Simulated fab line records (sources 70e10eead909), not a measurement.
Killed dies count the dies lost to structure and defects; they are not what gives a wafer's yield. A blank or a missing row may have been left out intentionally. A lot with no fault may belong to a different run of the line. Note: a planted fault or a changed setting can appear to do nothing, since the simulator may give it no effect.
Chamber matching | flow nandHarc | NHARC_A_BONDPAD_CMP_19 on cmp-02 has 4 sister chambers
The step polishes, t overpolish 30 s, cu recess touch 16 s, target thk 169.82 nm. 8 wafers are shown with their chamber, then 8 later ones without.

== WAFERS PAIRED WITH THEIR CHAMBERS ==
wafer  | chamber | motorCurrentA (A) | overpolishRunS (s)
L804.2 | 3       | 13.1              | 29.996
L805.5 | 2       | 12.8              | 30.010
L812.5 | 0       | 12.3              | 30.010
L812.6 | 1       | 12.4              | 29.984
L813.1 | 0       | 12.4              | 29.996
L813.2 | 1       | 12.2              | 30.000
L813.5 | 3       | 12.5              | 30.025
L815.1 | 2       | 11.8              | 30.009

== WAFERS WITHOUT THEIR CHAMBER ==
wafer  | motorCurrentA (A) | overpolishRunS (s)
L815.3 | 12.9              | 30.015
L815.5 | 13.4              | 29.994
L819.2 | 11.7              | 30.011
L819.4 | 13.6              | 29.999
L819.6 | 12.6              | 29.997
L820.1 | 12.1              | 29.997
L820.3 | 13.7              | 29.986
L820.4 | 11.7              | 30.008

== WHICH CHAMBER EACH WENT THROUGH ==
wafer  | from the rows above               | in truth
L815.3 | can't be placed: 3 or 2 or 0 or 1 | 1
L815.5 | can't be placed: 3 or 0 or 1 or 2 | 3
L819.2 | can't be placed: 2 or 0 or 1 or 3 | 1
L819.4 | can't be placed: 3 or 0 or 1 or 2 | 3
L819.6 | can't be placed: 0 or 1 or 3 or 2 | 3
L820.1 | can't be placed: 1 or 0 or 2 or 3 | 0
L820.3 | can't be placed: 3 or 1 or 0 or 2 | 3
L820.4 | can't be placed: 2 or 0 or 1 or 3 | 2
Correctly placed: 0 of 8. Cannot be placed on the basis of these rows: 8; the candidates contain the true chamber in 8. Number placed wrongly: 0.
How it was worked out, from the rows above alone: a wafer's distance from a chamber is the root of the sum, over the readings, of the square of ((its reading less the chamber's mean) divided by the reading's scatter). If the next closest chamber is less than 2 further off than the closest, the wafer can't be placed; otherwise it belongs to the closest. A chamber's mean is the mean of its shown wafers. How the scatter is found: for the shown wafers, subtract from each reading the mean of its chamber, square and add these, divide the total by (wafers less chambers), then take the root.
